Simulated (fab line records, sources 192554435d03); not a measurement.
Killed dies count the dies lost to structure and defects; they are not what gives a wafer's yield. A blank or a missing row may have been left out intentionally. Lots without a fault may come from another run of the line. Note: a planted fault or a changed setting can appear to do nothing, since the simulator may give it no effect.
Chamber matching ; flow n5Finfet ; 4 sister chambers for N5_DUMMY_REMOVAL_HM_STRIP_01 on rieDiel-03
The step strips SiNx in CH3F/O2, stops on poly-Si, target depth 4 nm, time 6.8 s. 4 wafers are shown with their chamber, then 11 later ones without.

WAFERS PAIRED WITH THEIR CHAMBERS
wafer;chamber;drypumpMotorCurrentA (A)
L089.1;1;5.4
L089.3;2;6.1
L089.4;0;5.5
L090.2;3;5.1

WAFERS WHOSE CHAMBER IS MISSING
wafer;drypumpMotorCurrentA (A)
L090.3;5.3
L090.4;5.4
L091.3;5.5
L091.5;5.5
L091.6;5.1
L095.2;6.1
L095.3;5.1
L095.5;5.4
L096.1;5.4
L096.3;6.2
L096.5;5.4

CHAMBER TAKEN BY EACH
wafer;from the rows above;in truth
L090.3;1;1
L090.4;1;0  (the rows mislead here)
L091.3;0;0
L091.5;0;0
L091.6;3;3
L095.2;2;2
L095.3;3;3
L095.5;1;1
L096.1;1;1
L096.3;2;2
L096.5;1;1
10 of 11 placed correctly. Can't be placed from these rows: 0. 1 placed wrongly.
How it was worked out, from the rows above alone: a wafer's distance from a chamber is the root of the sum, over the readings, of the square of ((its reading less the chamber's mean) divided by the reading's scatter). The wafer belongs to the nearest chamber; if the next one is less than 2 further off, it can't be placed. For every chamber, the mean is computed from those of its wafers that are shown. The scatter: with one shown wafer a chamber, the root of the mean of the squares of how far each hidden wafer lies from its nearest shown one.
